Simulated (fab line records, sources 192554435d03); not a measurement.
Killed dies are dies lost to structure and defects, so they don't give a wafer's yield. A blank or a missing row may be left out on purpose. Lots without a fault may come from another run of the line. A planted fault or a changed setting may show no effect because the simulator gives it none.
fab line records | flow n5_finfet
record lots=5 wafers=15 last_day=19
route steps=1938 shown MOL_CONTACT_COAG@547
lots that met no fault: from a run of the same line without faults
start_h: hours from the record's first day to the start of the lot's first wafer shown | wait_h: hours since the lot's step before | " the same as in the row above | L1.1+2: a row that stands for several wafers | - no value, or no start given | * or withheld: withheld | < > ~ a bound
route shown NAME@n: a module of which the file shows steps, and the number in the route of the first | usual: mean/standard deviation of fault-free wafers | same: alike in all rows | chamber/n: place in a boat | sites: the reading at each site | _std_site: their standard deviation | _edge_site: outer sites' mean less inner sites' | radius_mm: how far each site lies from the wafer's centre | mask NAME#n: copy n | behind: the tool/chamber that last shaped the wafer | hold: why the lot was held/for how many hours/how that ended | device: the transistor (n, p or np) that didn't switch | end of line: the same wafers' tests at the end of the route | a step without rows: its recipe alone | killed: dies lost to structure and defects at the first sort, not the wafer's yield | map: a wafer's dies, x killed, . not, _ none there
set.NAME: the setting as run; set.NAME@STEP: as run at that earlier step | model.NAME: the simulator's own value behind a step, which no gauge read
lots at some steps of the route; a table a step, a row a wafer
services: from which hour (start_h, from the record's first day; less than 0 if before it) a tool's chamber was out of use, for how many hours, and why
## steps
# step N5_MOL_CONTACT_COAG_SPUTTER_143
# recipe material=Co target_thk_a=25 temp_c=25 chamber_pressure_pa=0.2
# usual throttle_valve_pct=30.7/0.97
# columns lot.wafer tool chamber start_h wait_h throttle_valve_pct
L348.1 pvd_sputter-03 - 99.97 0.0 30.3
L348.4 " - " " 31.2
L348.6 " - " " 31.4
L354.1 pvd_sputter-02 - 135.64 0.0 30.3
L354.4 " - " " 31.3
L354.6 " - " " 32.3
L365.1 pvd_sputter-02 - 203.14 0.0 30.4
L365.2 " - " " 31.4
L365.3 " - " " 32.3
L366.3 pvd_sputter-01 - 210.40 0.0 30.8
L366.5 " - " " 30.1
L366.6 " - " " 31.0
L370.2 pvd_sputter-02 - 234.26 0.0 29.9
L370.3 " - " " 30.2
L370.4 " - " " 32.2
# step N5_MOL_CONTACT_COAG_CO_FILL_22
# recipe material=Co target_thk_a=200 temp_c=200 precursor=CCTBA/H2 pressure_torr=30
# step N5_MOL_CONTACT_COAG_ANNEAL_113
# recipe temp_c=400 time_s=300 ambient=H2/N2
# usual lamp_power_pct=2.78/0.12 lamp_zone_5_pct=2.78/0.12 wafer_temp_C_max=402.0/0.47
# columns lot.wafer tool chamber start_h wait_h lamp_power_pct lamp_zone_5_pct wafer_temp_C_max
L348.1 rtp_anneal-01 0 100.71 0.3 2.99 2.99 401.2
L348.4 " 0 " " 2.99 2.99 401.4
L348.6 " 0 " " 2.99 3.00 401.6
L354.1 rtp_anneal-02 0 136.38 0.3 2.71 2.71 402.5
L354.4 " 0 " " 2.71 2.71 402.4
L354.6 " 0 " " 2.71 2.71 402.4
L365.1 rtp_anneal-02 0 203.92 0.4 2.71 2.71 402.1
L365.2 " 0 " " 2.71 2.71 402.0
L365.3 " 0 " " 2.71 2.71 402.8
L366.3 rtp_anneal-02 0 211.66 0.8 2.71 2.71 402.0
L366.5 " 0 " " 2.71 2.71 401.6
L366.6 " 0 " " 2.71 2.71 401.4
L370.2 rtp_anneal-02 0 235.33 0.6 2.71 2.71 401.5
L370.3 " 0 " " 2.71 2.71 402.1
L370.4 " 0 " " 2.71 2.71 402.8
# step N5_MOL_CONTACT_COAG_PRE_CLEAN_142
# recipe gas=H2/He time_s=60 temp_c=300
# step N5_MOL_CONTACT_COAG_SPUTTER_130
# recipe material=Co target_thk_a=475 temp_c=25 chamber_pressure_pa=0.5 power_w=3000
# usual cathode_dc_power_W=3000.0/0.54 throttle_valve_pct=30.8/0.98
# columns lot.wafer tool chamber start_h wait_h cathode_dc_power_W throttle_valve_pct
L348.1 pvd_sputter-02 - 101.78 0.0 3000.6 31.8
L348.4 " - " " 2999.8 32.4
L348.6 " - " " 2998.8 31.7
L354.1 pvd_sputter-01 - 137.38 0.0 3000.2 31.0
L354.4 " - " " 2999.3 32.0
L354.6 " - " " 3000.2 30.9
L365.1 pvd_sputter-01 - 207.36 0.0 3000.0 30.7
L365.2 " - " " 3000.1 32.1
L365.3 " - " " 3000.1 30.7
L366.3 pvd_sputter-03 - 212.99 0.0 3000.5 31.3
L366.5 " - " " 3000.0 31.1
L366.6 " - " " 3000.3 28.7
L370.2 pvd_sputter-02 - 236.74 0.0 2999.4 31.3
L370.3 " - " " 2999.2 30.0
L370.4 " - " " 2999.3 32.6
# step N5_MOL_CONTACT_COAG_PRECLEAN_125
# recipe chemistry=DIW time_s=57.5 temp_c=23
# step N5_MOL_CONTACT_COAG_SRD_126
# recipe dry_time_s=32 dry=n2_spin spin_rpm=1500
# step N5_MOL_CONTACT_COAG_CMP_23
# recipe stop_on=SiO2 t_overpolish_s=1.5 post_cmp_clean=cu_alkaline down_force_psi=2 platen_rpm=50.289 pad_velocity_m_s=1.0006 target_thk_nm=0
# usual motor_current_A=7.8/1 overpolish_run_s=1.500/0.01 time_to_endpoint_s=9.2/2.2
# columns lot.wafer tool chamber start_h wait_h motor_current_A overpolish_run_s time_to_endpoint_s
L348.4 cmp-01 2 102.04 0.1 7.3 1.498 8.6
L348.1 " 3 " " 7.0 1.505 9.4
L348.6 " 0 " " 7.2 1.493 9.4
L354.4 cmp-03 3 137.62 0.1 6.4 1.501 12.5
L354.1 " 0 " " 10.3 1.500 9.6
L354.6 " 3 " " 6.7 1.499 12.6
L365.1 cmp-01 3 207.54 0.0 6.6 1.508 10.9
L365.2 " 0 " " 7.3 1.496 6.6
L365.3 " 2 " " 7.4 1.482 9.1
L366.3 cmp-01 0 213.17 0.0 7.0 1.501 8.7
L366.6 " 0 " " 7.2 1.480 7.1
L366.5 " 1 " " 8.3 1.515 8.1
L370.3 cmp-01 1 236.96 0.1 8.1 1.497 9.6
L370.4 " 2 " " 7.2 1.496 6.9
L370.2 " 3 " " 7.0 1.498 13.0
# step N5_MOL_CONTACT_COAG_WET_ETCH_26
# recipe target=Co target_depth_nm=13
# step N5_MOL_CONTACT_COAG_WET_ETCH_116
# recipe chemistry=SC1-inhibited target_depth_nm=4.6 dry=ipa_marangoni rinse_time_s=30 rinse_temp_c=23
# step N5_MOL_CONTACT_COAG_ALD_27
# recipe material=SiOC target_thk_a=170 temp_c=400 ald_precursor_family=carbosiloxane ald_co_reactant=H2-plasma pulse_time_s=1.5 time_s=2720 purge_time_s=2 co_reactant_purge_time_s=2 ald_cycles=340 pressure_torr=2
# usual ald_cycles=340/0 heater_power_w=866/94 precursor_pulse_height_rel=0.999/0.02 run_length_s=2769.4/0.41 time_s=2720/0
# columns lot.wafer tool chamber start_h wait_h ald_cycles heater_power_w precursor_pulse_height_rel run_length_s time_s model.SiOC_of_MOL_CONTACT_COAG_ALD_27.thk_nm
L348.1 ald_sin-01 3 102.78 0.0 340 999 1.018 2768.8 2720 17
L348.4 " 0 " " 340 941 1.033 2769.4 2720 17
L348.6 " 0 " " 340 935 0.989 2769.1 2720 17
L354.1 ald_sin-01 3 138.44 0.0 257 966 0.962 2104.9 2056 13
L354.4 " 2 " " 340 837 1.003 2769.3 2720 17
L354.6 " 3 " " 257 1000 1.002 2104.8 2056 13
L365.1 ald_sin-01 0 208.36 0.0 340 941 1.033 2770.0 2720 17
L365.2 " 3 " " 340 985 1.000 2768.8 2720 17
L365.3 " 1 " " 340 930 0.985 2768.9 2720 17
L366.3 ald_sin-03 1 213.99 0.0 340 999 0.986 2769.0 2720 17.2
L366.5 " 0 " " 340 800 0.976 2769.8 2720 17
L366.6 " 3 " " 340 733 0.993 2768.8 2720 17.2
L370.2 ald_sin-01 1 237.75 0.0 340 910 0.983 2769.1 2720 16.8
L370.3 " 2 " " 340 830 0.986 2769.2 2720 17
L370.4 " 0 " " 340 921 0.960 2769.7 2720 17
# step N5_MOL_CONTACT_COAG_CMP_28
# recipe stop_on=SiNx t_overpolish_s=0.85 post_cmp_clean=alkaline_brush down_force_psi=4.15 platen_rpm=51.8 pad_velocity_m_s=1.0307 target_thk_nm=14.522
# usual motor_current_A=12.3/1.9
# columns lot.wafer tool chamber start_h wait_h motor_current_A
L348.4 cmp-01 0 104.35 0.8 10.5
L348.1 " 1 " " 11.8
L348.6 " 0 " " 10.3
L354.1 cmp-02 2 140.05 0.8 11.9
L354.4 " 3 " " 11.5
L354.6 " 1 " " 11.0
L365.2 cmp-03 1 209.97 0.8 12.5
L365.3 " 2 " " 12.4
L365.1 " 3 " " 9.7
L366.3 cmp-03 2 215.64 0.9 12.9
L366.6 " 0 " " 15.7
L366.5 " 1 " " 12.5
L370.3 cmp-02 2 239.32 0.8 11.5
L370.2 " 0 " " 13.5
L370.4 " 1 " " 10.4
## services
# columns tool chamber start_h hours kind
ald_sin-01 3 76.17 3.8 repair
pvd_sputter-02 - 82.69 9.2 repair
ald_sin-01 - 85.44 14.0 pm
ald_sin-01 0 85.44 14.0 vent_cycle
ald_sin-01 1 85.44 14.0 vent_cycle
ald_sin-01 2 85.44 14.0 vent_cycle
ald_sin-01 3 85.44 14.0 vent_cycle
cmp-03 - 91.35 1.0 repair
ald_sin-01 0 99.44 - clean
cmp-02 - 110.64 4.0 pm
cmp-01 - 113.90 7.3 pm
ald_sin-03 - 126.49 14.6 pm
cmp-02 - 132.78 1.0 repair
rtp_anneal-02 - 161.36 4.3 pm
pvd_sputter-03 - 168.35 2.5 repair
cmp-03 - 173.24 4.4 repair
ald_sin-03 - 176.75 14.0 pm
ald_sin-03 - 190.75 6.0 pm
cmp-02 - 190.77 2.5 repair
ald_sin-01 2 202.06 4.0 repair
cmp-03 - 203.97 4.0 pm
ald_sin-01 3 233.46 13.0 repair
ald_sin-01 - 235.12 0.7 repair
cmp-01 - 237.79 4.5 repair
## key
first_sign step=N5_MOL_CONTACT_COAG_ALD_27 reading=ald_cycles direction=down sigmas=99+ usual=* struck=*
effect step=N5_MOL_CONTACT_COAG_ALD_27 reading=time_s direction=down sigmas=99+ usual=* struck=*
model_effect step=N5_MOL_CONTACT_COAG_ALD_27 value=SiOC_of_MOL_CONTACT_COAG_ALD_27.thk_nm without=17.1 struck=13
met_at N5_MOL_CONTACT_COAG_ALD_27
struck_wafers L354.1,L354.6
tester_left_out L354
onset_between 102.78 138.44
fault kind=process_parameter_drift tool=ald_sin-01 chamber=- onset_h=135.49 steps=N5_MOL_CONTACT_COAG_ALD_27 channel=ald_cycles offset=* shape=step end_h=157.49 scope=struck_wafers_only acts_in=* stated=*
# tester_left_out: of these lots the tester's yield and bins aren't shown, on N5 and GAA mostly nor the transistor test; their killed dies are dies lost to structure and defects alone, not to doping, threshold or leakage, so they don't give the yield
